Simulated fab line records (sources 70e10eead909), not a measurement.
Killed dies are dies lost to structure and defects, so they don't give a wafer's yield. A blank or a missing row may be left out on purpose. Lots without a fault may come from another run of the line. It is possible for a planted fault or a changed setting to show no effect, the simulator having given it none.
fab line records + flow nand-harc
record
- lots=13
- wafers=37
- last-day=24
route steps=1159 shown P_BONDPAD@375 A_ZERO_WELL@411 A_ONON_D1@424
lots that met no fault: from a run of the same line without faults
start-h: the number of hours between the record's first day and the start of the first shown wafer of the lot + wait-h: hours from the lot's prior step to this one + " same as the row above + L1.1+2: several wafers, shown together as one row + - no value, or no start was given + * or withheld: withheld + < > ~ a bound
route shown NAME@n: NAME is a module with steps in the file, n the number in the route of the first one + usual: the fault-free wafers' mean and standard deviation + same: alike in all rows + chamber/n: place in a boat + sites: readings site by site + _std_site: their standard deviation + _edge_site: inner sites' mean taken away from outer sites' mean + radius-mm: for every site, how far away it sits from the centre of the wafer + mask NAME#n: copy n + behind: the tool/chamber that last shaped the wafer + hold: what put the lot on hold/how long, in hours/how the hold closed + device: transistor that didn't switch, given as n, p or np + end of line: at the end of the route, the tests of the same wafers + where a step has no rows: the recipe by itself + killed: dies that structure and defects cost at the first sort, which is not the same as the wafer's yield + map: per-die view of a wafer (x killed, . not killed, _ where there is no die)
set.NAME: the setting the step ran with; set.NAME@STEP: the setting that earlier step ran with + model.NAME: the simulator's own value behind a step, which no gauge read
a sample of lots followed through the steps of the route, with each step as a table and each wafer as a row
services: from which hour (start-h, from the record's first day; less than 0 if before it) a tool's chamber was out of use, for how many hours, and why
## steps
# step NHARC_P_BONDPAD_PRE_CLEAN_26
# recipe
- time-s=30
- temp-c=280
- gas=H2/He
# usual
- heater-power-w=379/42
| lot.wafer | tool           | chamber | start-h | wait-h | heater-power-w |
|-----------|----------------|---------|---------|--------|----------------|
| L906.3    | pvd-sputter-02 | -       | -       | -      | 365            |
| L906.1    | "              | -       | "       | "      | 350            |
| L906.6    | "              | -       | "       | "      | 409            |
| L905.3    | pvd-sputter-03 | -       | -       | -      | 401            |
| L905.2    | "              | -       | "       | "      | 398            |
| L905.5    | "              | -       | "       | "      | 411            |
| L907.2    | pvd-sputter-03 | -       | -       | -      | 392            |
| L907.4    | "              | -       | "       | "      | 355            |
| L907.3    | "              | -       | "       | "      | 394            |
| L909.4    | pvd-sputter-02 | -       | -       | -      | 424            |
| L909.1    | "              | -       | "       | "      | 348            |
| L909.5    | "              | -       | "       | "      | 362            |
| L908.3    | pvd-sputter-01 | -       | -       | -      | 482            |
| L908.6    | "              | -       | "       | "      | 481            |
| L908.5    | "              | -       | "       | "      | 336            |
| L910.4    | pvd-sputter-03 | -       | -       | -      | 405            |
| L910.5    | "              | -       | "       | "      | 409            |
| L910.6    | "              | -       | "       | "      | 347            |
| L911.4    | pvd-sputter-03 | -       | -       | -      | 400            |
| L911.2    | "              | -       | "       | "      | 351            |
| L911.5    | "              | -       | "       | "      | 398            |
| L912.2    | pvd-sputter-02 | -       | -       | -      | 365            |
| L912.6    | "              | -       | "       | "      | 368            |
| L912.5    | "              | -       | "       | "      | 337            |
| L913.5    | pvd-sputter-02 | -       | -       | -      | 376            |
| L919.4    | pvd-sputter-01 | -       | -       | -      | 350            |
| L919.1    | "              | -       | "       | "      | 341            |
| L919.5    | "              | -       | "       | "      | 366            |
| L924.3    | pvd-sputter-03 | -       | -       | -      | 390            |
| L924.4    | "              | -       | "       | "      | 404            |
| L924.6    | "              | -       | "       | "      | 388            |
| L925.3    | pvd-sputter-02 | -       | -       | -      | 411            |
| L925.1    | "              | -       | "       | "      | 355            |
| L925.6    | "              | -       | "       | "      | 418            |
| L926.4    | pvd-sputter-03 | -       | -       | -      | 347            |
| L926.6    | "              | -       | "       | "      | 383            |
| L926.5    | "              | -       | "       | "      | 401            |
# step NHARC_A_ZERO_WELL_RTA_16
# recipe
- temp-c=1000
- time-s=10
# usual
- lamp-power-pct=28.9/2.5
- wafer_temp_C_max=1004.6/0.95
| lot.wafer | tool          | chamber | start-h | wait-h | lamp-power-pct | wafer_temp_C_max |
|-----------|---------------|---------|---------|--------|----------------|------------------|
| L906.1    | rtp-anneal-01 | 0       | 146.13  | -      | 31.2           | 1005.2           |
| L906.3    | "             | 0       | "       | "      | 31.2           | 1003.6           |
| L906.6    | "             | 0       | "       | "      | 31.3           | 1004.9           |
| L905.2    | rtp-anneal-02 | 0       | 148.33  | -      | 26.2           | 1004.1           |
| L905.3    | "             | 0       | "       | "      | 26.3           | 1004.7           |
| L905.5    | "             | 0       | "       | "      | 26.3           | 1005.4           |
| L907.2    | rtp-anneal-02 | 0       | 155.81  | -      | 26.2           | 1006.7           |
| L907.3    | "             | 0       | "       | "      | 26.3           | 1004.7           |
| L907.4    | "             | 0       | "       | "      | 26.2           | 1005.1           |
| L909.1    | rtp-anneal-01 | 0       | 159.67  | -      | 31.2           | 1003.3           |
| L909.4    | "             | 0       | "       | "      | 31.2           | 1003.1           |
| L909.5    | "             | 0       | "       | "      | 31.2           | 1005.9           |
| L908.3    | rtp-anneal-01 | 0       | 160.07  | -      | 31.1           | 1004.5           |
| L908.5    | "             | 0       | "       | "      | 31.2           | 1004.3           |
| L908.6    | "             | 0       | "       | "      | 31.2           | 1004.4           |
| L910.4    | rtp-anneal-01 | 0       | 164.53  | -      | 31.2           | 1003.5           |
| L910.5    | "             | 0       | "       | "      | 31.3           | 1004.4           |
| L910.6    | "             | 0       | "       | "      | 31.2           | 1003.0           |
| L911.2    | rtp-anneal-02 | 0       | 168.69  | -      | 26.2           | 1005.4           |
| L911.4    | "             | 0       | "       | "      | 26.2           | 1004.0           |
| L911.5    | "             | 0       | "       | "      | 26.2           | 1006.0           |
| L912.2    | rtp-anneal-02 | 0       | 177.97  | -      | 26.2           | 1004.7           |
| L912.5    | "             | 0       | "       | "      | 26.2           | 1005.4           |
| L912.6    | "             | 0       | "       | "      | 26.2           | 1003.7           |
| L913.5    | rtp-anneal-01 | 0       | 188.79  | -      | 31.2           | 1003.4           |
| L919.1    | rtp-anneal-02 | 0       | 207.90  | -      | 26.2           | 1004.3           |
| L919.4    | "             | 0       | "       | "      | 26.3           | 1003.9           |
| L919.5    | "             | 0       | "       | "      | 26.3           | 1004.3           |
| L924.3    | rtp-anneal-01 | 0       | 247.87  | -      | 31.2           | 1004.2           |
| L924.4    | "             | 0       | "       | "      | 31.2           | 1003.0           |
| L924.6    | "             | 0       | "       | "      | 31.2           | 1004.1           |
| L925.1    | rtp-anneal-01 | 0       | 253.72  | -      | 31.2           | 1003.0           |
| L925.3    | "             | 0       | "       | "      | 31.3           | 1003.5           |
| L925.6    | "             | 0       | "       | "      | 31.2           | 1003.3           |
| L926.4    | rtp-anneal-01 | 0       | 262.23  | -      | 31.2           | 1004.3           |
| L926.5    | "             | 0       | "       | "      | 31.2           | 1004.6           |
| L926.6    | "             | 0       | "       | "      | 31.2           | 1005.0           |
# step NHARC_A_ONON_D1_DEP_00
# recipe
- target-thk-a=10000
- n2-flow-sccm=2750
- n2o-flow-sccm=2000
- nh3-flow-sccm=500
- sih4-flow-sccm=210
- temp-c=400
| lot.wafer  | tool          | chamber | start-h | wait-h |
|------------|---------------|---------|---------|--------|
| L906.1+3+6 | pecvd-onon-03 | 0       | 168.04  | 0.1    |
| L905.2+3+5 | pecvd-onon-02 | 0       | 168.12  | 0.1    |
| L909.1+4+5 | pecvd-onon-02 | 0       | 177.33  | 0.1    |
| L907.2+3+4 | pecvd-onon-04 | 0       | 177.42  | 0.1    |
| L908.3+5+6 | pecvd-onon-04 | 0       | 182.47  | 0.2    |
| L910.4+5+6 | pecvd-onon-03 | 0       | 182.51  | 0.2    |
| L911.2+4+5 | pecvd-onon-03 | 0       | 189.47  | 0.1    |
| L912.2+5+6 | pecvd-onon-03 | 0       | 198.98  | 0.1    |
| L913.5     | pecvd-onon-03 | 0       | 215.39  | 0.3    |
| L919.1+4+5 | pecvd-onon-03 | 0       | 231.56  | 0.1    |
| L925.1+3+6 | pecvd-onon-02 | 0       | 271.95  | 0.1    |
| L924.3+4+6 | pecvd-onon-04 | 0       | 272.06  | 0.2    |
| L926.4+5+6 | pecvd-onon-02 | 0       | 283.21  | 0.2    |
# step NHARC_A_ONON_D1_THK_MEAS_02
# recipe
- thk-meas-gauge=ellipsometry
# usual
- thk-nm=997/9.4
| lot.wafer | tool          | chamber | start-h | wait-h | hold                     | thk-nm |
|-----------|---------------|---------|---------|--------|--------------------------|--------|
| L906.1    | film-metro-02 | -       | 168.56  | -      | -                        | 992    |
| L906.3    | "             | -       | "       | "      | -                        | 992    |
| L906.6    | "             | -       | "       | "      | -                        | 991    |
| L905.2    | film-metro-01 | -       | 168.58  | -      | -                        | 983    |
| L905.3    | "             | -       | "       | "      | -                        | 984    |
| L905.5    | "             | -       | "       | "      | -                        | 984    |
| L909.1    | film-metro-01 | -       | 177.84  | -      | -                        | 984    |
| L909.4    | "             | -       | "       | "      | -                        | 984    |
| L909.5    | "             | -       | "       | "      | -                        | 985    |
| L907.2    | film-metro-02 | -       | 177.88  | -      | -                        | 993    |
| L907.3    | "             | -       | "       | "      | -                        | 993    |
| L907.4    | "             | -       | "       | "      | -                        | 992    |
| L910.4    | film-metro-02 | -       | 182.84  | -      | -                        | 1005   |
| L910.5    | "             | -       | "       | "      | -                        | 1002   |
| L910.6    | "             | -       | "       | "      | -                        | 1004   |
| L908.3    | film-metro-01 | -       | 182.87  | -      | -                        | 999    |
| L908.5    | "             | -       | "       | "      | -                        | 998    |
| L908.6    | "             | -       | "       | "      | -                        | 996    |
| L911.2    | film-metro-02 | -       | 189.92  | -      | -                        | 1000   |
| L911.4    | "             | -       | "       | "      | -                        | 1000   |
| L911.5    | "             | -       | "       | "      | -                        | 1000   |
| L912.2    | film-metro-01 | -       | 199.43  | -      | -                        | 994    |
| L912.5    | "             | -       | "       | "      | -                        | 996    |
| L912.6    | "             | -       | "       | "      | -                        | 996    |
| L913.5    | film-metro-01 | -       | 215.67  | -      | await-dispo/0.2h/release | 662    |
| L913.5    | film-metro-01 | -       | 215.84  | 0.2    | -                        | 661    |
| L919.1    | film-metro-02 | -       | 232.08  | -      | await-dispo/0.2h/release | 1020   |
| L919.4    | "             | -       | "       | "      | await-dispo/0.2h/release | 674    |
| L919.5    | "             | -       | "       | "      | await-dispo/0.2h/release | 676    |
| L919.1    | film-metro-02 | -       | 232.25  | 0.2    | -                        | 1018   |
| L919.4    | "             | -       | "       | "      | -                        | 676    |
| L919.5    | "             | -       | "       | "      | -                        | 676    |
| L925.1    | film-metro-02 | -       | 272.45  | -      | -                        | 1013   |
| L925.3    | "             | -       | "       | "      | -                        | 1014   |
| L925.6    | "             | -       | "       | "      | -                        | 1013   |
| L924.3    | film-metro-01 | -       | 272.45  | -      | -                        | 995    |
| L924.4    | "             | -       | "       | "      | -                        | 995    |
| L924.6    | "             | -       | "       | "      | -                        | 997    |
| L926.4    | film-metro-01 | -       | 283.55  | -      | -                        | 1000   |
| L926.5    | "             | -       | "       | "      | -                        | 1000   |
| L926.6    | "             | -       | "       | "      | -                        | 999    |
## services
| tool           | chamber | start-h | hours | kind   |
|----------------|---------|---------|-------|--------|
| pecvd-onon-02  | -       | 121.34  | 13.0  | pm     |
| pvd-sputter-02 | -       | 148.48  | 3.7   | repair |
| pecvd-onon-03  | -       | 153.00  | 13.0  | pm     |
| pvd-sputter-01 | -       | 158.00  | 10.0  | pm     |
| pvd-sputter-03 | -       | 176.10  | 4.3   | repair |
| pvd-sputter-03 | -       | 184.20  | 6.2   | repair |
| pvd-sputter-02 | -       | 214.00  | 10.0  | pm     |
| pecvd-onon-04  | -       | 237.21  | 13.0  | pm     |
| pvd-sputter-02 | -       | 241.48  | 1.1   | repair |
| pvd-sputter-01 | -       | 248.87  | 13.3  | repair |
| pvd-sputter-03 | -       | 280.00  | 10.0  | pm     |
## key
first-sign
- step=NHARC_A_ONON_D1_THK_MEAS_02
- reading=visit
- direction=added
effect
- step=NHARC_A_ONON_D1_THK_MEAS_02
- reading=thk-nm
- direction=down
- sigmas=35
- usual=997
- struck=671
met-at NHARC_A_ONON_D1_DEP_00
struck-lots L913,L919
struck-wafers L913.5,L919.4,L919.5
later-rows-left-out L913.5,L919.4,L919.5
sort-left-out L913.5,L919.4,L919.5
tester-left-out L913,L919
not-acting-at NHARC_P_BONDPAD_PRE_CLEAN_26,NHARC_A_ZERO_WELL_RTA_16
onset-between 198.98 215.39
fault
- kind=process-parameter-drift
- tool=pecvd-onon-03
- chamber=-
- onset-h=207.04
- steps=NHARC_A_ONON_D1_DEP_00
- channel=target-thk-a
- offset=*
- shape=step
- end-h=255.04
- scope=struck-wafers-only
- acts-in=*
- stated=*
# tester-left-out: of these lots the tester's yield and bins aren't shown, on N5 and GAA mostly nor the transistor test; their killed dies are dies lost to structure and defects alone, not to doping, threshold or leakage, so they don't give the yield
# sort-left-out: the simulated sort isn't trusted on such a fault, so these wafers' sort isn't shown, and their yield isn't known
# later-rows-left-out: the simulator's readings of these wafers behind a module that went badly wrong aren't trusted and aren't shown, but for the sort
